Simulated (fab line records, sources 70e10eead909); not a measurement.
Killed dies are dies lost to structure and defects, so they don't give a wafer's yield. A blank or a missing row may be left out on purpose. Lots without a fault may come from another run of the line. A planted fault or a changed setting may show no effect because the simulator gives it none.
Chamber matching | flow nand_harc | NHARC_A_STAIRCASE_DESCUM_252 on rie_diel-08: 4 sister chambers
The step chemistry O2, time 3 s. 14 wafers are shown with their chamber, then 7 later ones without.

WAFERS WITH THEIR CHAMBER
wafer  | chamber | drypump_motor_current_A (A) | showerhead_plenum_p_Torr (Torr) | oes_product_au (a.u.)
L074.1 | 2       | 6.3                         | 1.93                            | 1.021
L074.2 | 3       | 5.1                         | 1.97                            | 1.011
L074.6 | 3       | 5.1                         | 1.97                            | 1.016
L076.1 | 3       | 5.1                         | 1.96                            | 1.011
L076.4 | 0       | 6.1                         | 2.08                            | 1.015
L076.5 | 3       | 5.1                         | 1.96                            | 0.997
L077.2 | 2       | 6.3                         | 1.92                            | 1.032
L077.4 | 3       | 5.1                         | 1.96                            | 0.998
L077.5 | 0       | 6.0                         | 2.07                            | 1.012
L080.1 | 3       | 5.1                         | 1.96                            | 0.992
L080.2 | 0       | 6.0                         | 2.07                            | 1.001
L080.6 | 1       | 5.5                         | 1.93                            | 1.011
L088.2 | 2       | 6.3                         | 1.91                            | 1.027
L088.5 | 0       | 6.0                         | 2.06                            | 1.013

SIGNATURES (means of the wafers above)
reading                  | chamber 0 | chamber 1 | chamber 2 | chamber 3 | scatter within a chamber
drypump_motor_current_A  | 6.025     | 5.500     | 6.300     | 5.100     | 0.0274
showerhead_plenum_p_Torr | 2.0700    | 1.9300    | 1.9200    | 1.9633    | 0.0073
oes_product_au           | 1.01025   | 1.01100   | 1.02667   | 1.00417   | 0.00806
Rule: a wafer's distance from a chamber is the root of the sum, over the readings, of the square of ((its reading less the chamber's mean) divided by the reading's scatter). The wafer belongs to the nearest chamber; if the next one is less than 2 further off, it can't be placed. The scatter: the root of (the sum of the squares of (reading less its chamber's mean) over the shown wafers, divided by (wafers less chambers)).

WAFERS WITHOUT THEIR CHAMBER
wafer  | drypump_motor_current_A (A) | showerhead_plenum_p_Torr (Torr) | oes_product_au (a.u.)
L088.6 | 5.5                         | 1.92                            | 1.004
L094.1 | 5.1                         | 1.94                            | 1.015
L094.2 | 5.5                         | 1.91                            | 0.990
L094.3 | 6.1                         | 2.05                            | 1.029
L096.1 | 5.1                         | 1.94                            | 1.017
L096.4 | 5.1                         | 1.94                            | 1.016
L096.6 | 6.3                         | 1.90                            | 1.002

WHICH CHAMBER EACH WENT THROUGH
wafer  | from the rows above | in truth
L088.6 | 1                   | 1
L094.1 | 3                   | 3
L094.2 | 1                   | 1
L094.3 | 0                   | 0
L096.1 | 3                   | 3
L096.4 | 3                   | 3
L096.6 | 2                   | 2
Placed correctly: 7 of 7. Can't be placed from these rows: 0. Placed wrongly: 0.
